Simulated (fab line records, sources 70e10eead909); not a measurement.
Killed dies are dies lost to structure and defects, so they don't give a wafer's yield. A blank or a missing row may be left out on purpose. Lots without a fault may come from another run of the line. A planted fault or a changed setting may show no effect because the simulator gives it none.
A struck lot beside a sound one | flow nand_harc | 15 steps out of a route of 1159
Sound: wafers L508.1, L508.4, L508.5. Struck: wafers L498.2, L498.4. The cause comes at the end.
At each step with rows: each side's tool, then ch and its chambers, then its first start. Under that, the readings that differ: sound wafers | struck wafers | difference of the means | sigmas: that difference in standard deviations of wafers without a fault.
alike: readings whose means differ by less than 2 such deviations, and words and numbers that are the same on both sides. not compared: withheld readings, readings that some wafer has no value for, bounds like >300 that may hide the same value, and numbers for which the record gives no deviation and whose values overlap.
The two part at a step that has a row with sigmas, a row that says differs or no value, or rows on one side only. Numbers that don't overlap but have no deviation are shown without sigmas and don't part them. A reading that every wafer of one side lacks parts them only if that side has two wafers or more.

first, 7 steps without rows for these wafers: NHARC_A_BLC_COAT_03 (time 65 s); NHARC_A_BLC_COAT_04 (resist thk 90 nm); NHARC_A_BLC_SOFTBAKE_05 (time 55 s); NHARC_A_BLC_EBR_06; NHARC_A_BLC_EXPOSE_07 (exposes mask A BLC, target cd 100 nm); NHARC_A_BLC_PEB_08 (peb time 65 s); NHARC_A_BLC_DEVELOP_09 (develop time 35 s).
NHARC_A_BLC_CD_MEAS_10: target cd 100 nm.
  sound on cd_sem-03 ch 0, day 22 06:11; struck on cd_sem-01 ch 0, day 19 15:55
  alike: cd_nm
NHARC_A_BLC_OVL_MEAS_11:
  sound on overlay-01, day 22 06:16; struck on overlay-02, day 19 16:00
  alike: overlay_x_nm, overlay_y_nm
NHARC_A_BLC_INSPECT_12:
  sound on defect_inspect-02, day 22 06:19; struck on defect_inspect-02, day 19 16:02
  alike: raw_defect_count
NHARC_A_BLC_DESCUM_15: chemistry O2, time 3 s.
  sound on rie_diel-13 ch 1,2,3, day 22 06:23; struck on rie_diel-04 ch 0,2, day 19 16:07
  alike: drypump_motor_current_A, o2_flow_sccm, oes_product_au, rf_vpp_V, showerhead_plenum_p_Torr, throttle_valve_pct
  not compared: rf_hours_counter_h
NHARC_A_BLC_ETCH_16: etches the open film in CF4, target depth 39 nm, time 65 s.
  sound on rie_diel-13 ch 1,2,3, day 22 06:28; struck on rie_diel-04 ch 1,2, day 19 16:13
  reading                         | sound          | struck    | difference | sigmas
  showerhead_plenum_p_Torr (Torr) | 1.90 1.88 1.81 | 1.72 1.76 | -0.12      | -2
  alike: drypump_motor_current_A, oes_product_au, rf_vpp_V, run_length_s, throttle_valve_pct
  not compared: rf_hours_counter_h
NHARC_A_BLC_ETCH_17: etches the open film in N2/H2, target depth 390 nm, time 609.38 s.
  sound on rie_diel-13 ch 0,1, day 22 06:32; struck on rie_diel-04 ch 1,3, day 19 16:18
  reading                     | sound             | struck      | difference | sigmas
  drypump_motor_current_A (A) | 4.7 6.2 4.7       | 6.2 5.9     | +0.9       | +2
  run_length_s (s)            | 631.3 630.8 631.2 | 616.9 615.9 | -14.7      | -31
  alike: oes_product_au, rf_vpp_V, showerhead_plenum_p_Torr, throttle_valve_pct
  not compared: rf_hours_counter_h
NHARC_A_BLC_ETCH_18: etches the open film in C4F8/O2/Ar, target depth 910 nm.
  sound on rie_diel-13 ch 1,2,3; struck on rie_diel-04 ch 0,3
  alike: oes_product_au, rf_vpp_V
  not compared: rf_hours_counter_h
-- the record jumps here: 2 days lie between the struck wafers' starts before and after (it left off in module A_BLC and takes up again in module END, whose first step shown is number 1159 of the route) --
NHARC_END_SORT_01:
  sound on prober-02 ch 0, day 24 11:26; struck on prober-02 ch 0, day 21 18:11
  alike: killed_at_array, killed_at_other, killed_at_periphery, killed_dies, killed_open, killed_short

WHERE THEY PART
First at NHARC_A_BLC_ETCH_16; last, within this record, at NHARC_A_BLC_ETCH_17. Later steps at which nothing parts them and some readings are alike: NHARC_A_BLC_ETCH_18, NHARC_END_SORT_01.

WHY: what the simulator had put in
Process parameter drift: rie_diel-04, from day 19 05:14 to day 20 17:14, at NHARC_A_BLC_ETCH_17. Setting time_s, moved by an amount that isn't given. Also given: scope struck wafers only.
